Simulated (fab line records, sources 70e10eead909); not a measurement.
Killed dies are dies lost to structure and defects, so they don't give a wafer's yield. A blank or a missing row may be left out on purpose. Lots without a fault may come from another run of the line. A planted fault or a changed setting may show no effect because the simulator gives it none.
A struck lot beside a sound one | flow nand_harc | 13 steps out of a route of 1302
Sound: wafers L626.1, L626.4, L626.5. Struck: wafers L618.1, L618.2, L618.4. The cause comes at the end.
At each step with rows: each side's tool, then ch and its chambers, then its first start. Under that, the readings that differ: sound wafers | struck wafers | difference of the means | sigmas: that difference in standard deviations of wafers without a fault.
alike: readings whose means differ by less than 2 such deviations, and words and numbers that are the same on both sides. not compared: withheld readings, readings that some wafer has no value for, bounds like >300 that may hide the same value, and numbers for which the record gives no deviation and whose values overlap.
The two part at a step that has a row with sigmas, a row that says differs or no value, or rows on one side only. Numbers that don't overlap but have no deviation are shown without sigmas and don't part them. A reading that every wafer of one side lacks parts them only if that side has two wafers or more.

first, 1 step without rows for these wafers: NHARC_A_STAIRCASE_SRD_474.
NHARC_A_STAIRCASE_INSPECT_155:
  sound on defect_inspect-02, day 24 05:07; struck on defect_inspect-02, day 21 13:41
  alike: raw_defect_count
NHARC_A_SGD_CUT_DEP_00: deposits SiNx, target thk 50 nm.
  sound on pecvd-01 ch 0,1,2, day 24 05:13; struck on pecvd-03 ch 0,2, day 21 13:59
  alike: heater_power_w
  not compared: since_wet_clean_h
then, 8 steps without rows for these wafers: NHARC_A_SGD_CUT_DEHYDRATE_01 (time 120 s); NHARC_A_SGD_CUT_HMDS_02 (time 30 s); NHARC_A_SGD_CUT_COAT_56 (time 75 s); NHARC_A_SGD_CUT_COAT_57 (time 65 s); NHARC_A_SGD_CUT_COAT_03 (resist thk 90 nm); NHARC_A_SGD_CUT_SOFTBAKE_04 (time 55 s); NHARC_A_SGD_CUT_EBR_05; NHARC_A_SGD_CUT_EXPOSE_06 (exposes mask SGD).
NHARC_A_SGD_CUT_PEB_07: peb time 65 s.
  sound on litho_track-01 ch 0, day 24 05:42; struck on litho_track-01, day 21 14:30
  no value came back on the struck wafers for chill_plate_temp_C (C), exhaust_pa (Pa), plate_temp_C (C); on the sound wafers chill_plate_temp_C (C) reads 23.03 23.00 22.99
then, 1 step without rows for these wafers: NHARC_A_SGD_CUT_DEVELOP_08 (develop time 35 s).

WHERE THEY PART
Only at NHARC_A_SGD_CUT_PEB_07, within this record.

WHY: what the simulator had put in
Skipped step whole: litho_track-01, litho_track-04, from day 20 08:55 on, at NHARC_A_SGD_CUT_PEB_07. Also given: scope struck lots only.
